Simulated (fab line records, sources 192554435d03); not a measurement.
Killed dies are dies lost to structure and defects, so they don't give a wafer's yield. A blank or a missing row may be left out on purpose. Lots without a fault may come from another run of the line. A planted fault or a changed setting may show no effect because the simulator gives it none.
One fault seen from 3 desks | flow n5_finfet | each desk has only its own numbers; what lay behind them comes last

THE TOOL OWNER'S DESK: rie_diel-06
The tool's own readings at N5_BEOL_M0_CUTY_ETCH_63 (etches SOC in N2/H2, target depth 82.7 nm, overetch 16.5 nm, time 124 s): means of the sampled wafers that have a number, for each lot that ran on this tool. A lot is out of limits, marked OUT, if its mean lies more than 4 standard deviations from the usual mean; the brackets give that distance.
Columns: A = drypump_motor_current_A at N5_BEOL_M0_CUTY_ETCH_63, usual 5.8 A; B = oes_product_au at N5_BEOL_M0_CUTY_ETCH_63, usual 0.64 a.u.; C = rf_fwd_power_W at N5_BEOL_M0_CUTY_ETCH_63, usual 836.8 W; D = rf_vpp_V at N5_BEOL_M0_CUTY_ETCH_63, usual 523.2 V; E = showerhead_plenum_p_Torr at N5_BEOL_M0_CUTY_ETCH_63, usual 2.52 Torr; F = throttle_valve_pct at N5_BEOL_M0_CUTY_ETCH_63, usual 17.84 %
lot  | first seen here | A   | B    | C                | D               | E    | F
L159 | day 6 17:58     | 6.2 | 0.60 | 833.9            | 523.1           | 2.51 | 17.95
L175 | day 10 20:08    | 5.5 | 0.72 | 1036.5 (+71) OUT | 488.4 (-15) OUT | 2.56 | 17.69
L176 | day 10 22:43    | 5.3 | 0.68 | 1040.5 (+73) OUT | 488.2 (-15) OUT | 2.51 | 17.69
This desk's finding: out of limits on L175, L176; first on L175, day 10 20:08 (rf_fwd_power_W at N5_BEOL_M0_CUTY_ETCH_63). In limits: L159.

THE METROLOGY DESK
What the gauges read, lot by lot, whatever tool the lot ran on: means of the sampled wafers that have a number. A lot is out of limits, marked OUT, if its mean lies more than 4 standard deviations from the usual mean; the brackets give that distance. Of its 12 readings 7 are shown: those that lie furthest out on some lot.
Columns: A = cd_nm at N5_BEOL_M0_CUTY_CD_MEAS_57, usual 200.3 nm; B = DIBL_P at N5_BEOL_M4_RC_MEAS_101, usual 36.5 mV/V; C = IOFF_N at N5_BEOL_M4_RC_MEAS_101, usual 0.16 nA/um; D = IOFF_P at N5_BEOL_M4_RC_MEAS_101, usual 0.21 nA/um; E = SS_P at N5_BEOL_M4_RC_MEAS_101, usual 73.4 mV/dec; F = VT_N at N5_BEOL_M4_RC_MEAS_101, usual 250 mV; G = VT_P at N5_BEOL_M4_RC_MEAS_101, usual -250.5 mV
lot  | first seen here | A     | B    | C    | D    | E    | F   | G
L159 | day 6 17:45     | 199.8 | 36.4 | 0.16 | 0.21 | 73.5 | 250 | -251.8
L163 | day 7 23:31     | 200.5 | 36.1 | 0.16 | 0.19 | 73.6 | 251 | -252.8
L165 | day 8 06:39     | 200.8 | 36.6 | 0.16 | 0.21 | 73.1 | 252 | -249.9
L175 | day 10 19:57    | 200.2 | 36.2 | 0.14 | 0.18 | 73.0 | 253 | -254.9
L176 | day 10 22:32    | 200.1 | 37.5 | 0.18 | 0.23 | 73.4 | 248 | -249.3
L177 | day 11 08:30    | 201.7 | 39.2 | 0.22 | 0.27 | 74.3 | 246 | -245.9
This desk's finding: nothing out of limits on any of the 6 lots.

THE DEFECT DESK
What the inspections along the route counted, lot by lot: means of the sampled wafers that have a number. A lot is out of limits, marked OUT, if its mean lies more than 4 standard deviations from the usual mean; the brackets give that distance.
Columns: A = raw_defect_count at N5_BEOL_M0_CUTY_INSPECT_59, usual 2.0
lot  | first seen here | A
L159 | day 6 17:49     | 2.3
L163 | day 7 23:34     | 2.7
L165 | day 8 06:43     | 1.0
L175 | day 10 20:00    | 1.7
L176 | day 10 22:35    | 1.7
L177 | day 11 08:33    | 3.3
This desk's finding: nothing out of limits on any of the 6 lots.

PUT TOGETHER
The tool owner's desk could have raised an alarm at day 10 20:08, on L175, L176.
The metrology desk saw nothing out of limits.
The defect desk saw nothing out of limits.
The metrology desk has L175, L176 on record, within its limits.
The defect desk has L175, L176 on record, within its limits.
Of the lots named, all ran N5_BEOL_M0_CUTY_ETCH_63 on rie_diel-06.

WHAT THE SIMULATOR HAD PUT IN
Process parameter drift: rie_diel-06, from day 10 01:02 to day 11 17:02, at N5_BEOL_M0_CUTY_ETCH_63. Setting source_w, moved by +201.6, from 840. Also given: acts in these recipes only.
Lots struck among those shown: L175, L176.
Hours from the fault's start to each desk's first reading out of limits: the tool owner's desk, 19.
